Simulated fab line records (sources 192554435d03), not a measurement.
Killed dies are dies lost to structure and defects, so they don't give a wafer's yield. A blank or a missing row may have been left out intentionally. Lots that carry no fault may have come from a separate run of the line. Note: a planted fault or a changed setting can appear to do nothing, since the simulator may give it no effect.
Code-filled problem report in 8D (eight disciplines) form	flow n5 finfet	the parts of the form that need people (team, actions taken, sign-off) are left out

1. THE PROBLEM
oes product au at N5_BEOL_M4_VIA_ETCH_34 reads a mean of 0.49 a.u. on 2 wafers of 2 lots; wafers without a fault read 0.79 a.u. with a standard deviation of 0.069. That puts it -4.3 standard deviations away from the usual mean.
The step: etches the open film in C4F6/O2, target depth 69.4 nm, time 65.9 s.
First observed at day 12 07:44: wafer L593.4, on rie diel-01. The record holds 26 wafers of 9 lots with a number at this step. Rule for "out" (also "out of limits"): further than 4 standard deviations from the usual mean. Any other wafer with a number is counted as sound.

2. WHAT IT IS, AND WHAT IT ISN'T
question	is	is not
which readings at this step	oes product au	drypump motor current A, rf vpp V, showerhead plenum p Torr, throttle valve pct
which lots	L593, L596	L585, L586, L587, L589, L601, L604, L607
which wafers of those lots	L593.4, L596.4	L593.1, L593.3, L596.6
read on which tools	rie diel-01	rie diel-03, rie diel-05
when	from day 12 07:44	up to then (11 sound wafers); but 13 sound wafers of L587, L596, L601, L604, L607 came after

3. THE SUSPECTS, EACH WITH WHAT RULES IT OUT
Counting: if a tool at a process step up to the reading ran every lot that is out, it stays a suspect. Sound lots after the first of them don't rule it out here, since some wafers of a struck lot are sound.
- rie diel-01 at N5_BEOL_M4_ETCH_77 (etches underlayer in N2/H2, target depth 6.5 nm, time 5.2 s): kept. Ran every lot that is out, first one L593 (day 11 05:00); last sound lot up to then L586 (day 8 21:15).
- ald sin-04 at N5_BEOL_M4_ALD_98 (deposits SiO2, target thk 2.5 nm, pulse time 1 s, co reactant pulse time 1 s): kept. Ran every lot that is out, first one L593 (day 11 05:10); last sound lot up to then L589 (day 9 11:02).
- rie diel-01 at N5_BEOL_M4_VIA_ETCH_34 (etches the open film in C4F6/O2, target depth 69.4 nm, time 65.9 s): kept. Ran every lot that is out, first one L593 (day 12 07:44); last sound lot up to then L589 (day 10 19:34). Its own oes product au readings are out on those wafers.
Left after counting: rie diel-01 at N5_BEOL_M4_ETCH_77, ald sin-04 at N5_BEOL_M4_ALD_98, rie diel-01 at N5_BEOL_M4_VIA_ETCH_34.

4. THE CAUSE (what the simulator had put in)
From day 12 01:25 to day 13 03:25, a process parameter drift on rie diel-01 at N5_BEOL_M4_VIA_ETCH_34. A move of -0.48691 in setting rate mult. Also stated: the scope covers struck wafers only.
3 suspects survive the count, and this tool is in that group.

5. SEQUENCE OF EFFECTS, ordered by route
Rows list readings where the struck wafers' mean (over those with a number) sits beyond 3 standard deviations from the usual. Readings are gone through only where the record gives a usual standard deviation; hours: the median, over the lots, of the time from a lot's start at the first step in this table giving one to that lot's start at this step; sigmas: the change measured in usual standard deviations.
hours	step	reading	usual	on struck wafers	change	sigmas
0	N5_BEOL_M4_VIA_ETCH_34	oes product au	0.79 a.u.	0.49	-0.30	-4.3
120	N5_PASSIVATION_PROBE_49	killed_at_M4_up	13	52	+39	+6.6
120	N5_PASSIVATION_PROBE_49	sort_bin_5_function	5.3 %	8.2	+3.0	+3.1
Process steps it contains:
- N5_BEOL_M4_VIA_ETCH_34: etches the open film in C4F6/O2, target depth 69.4 nm, time 65.9 s.
- N5_PASSIVATION_PROBE_49
Later steps that measure or inspect, where all struck wafers having a row at the step show a number for every such reading and not one has moved that far: N5_BEOL_M4_RC_MEAS_101.

6. WHAT WOULD HAVE CAUGHT IT SOONER
In this record the first reading out of limits was taken at day 12 07:44, 6 hours after the fault began at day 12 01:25.
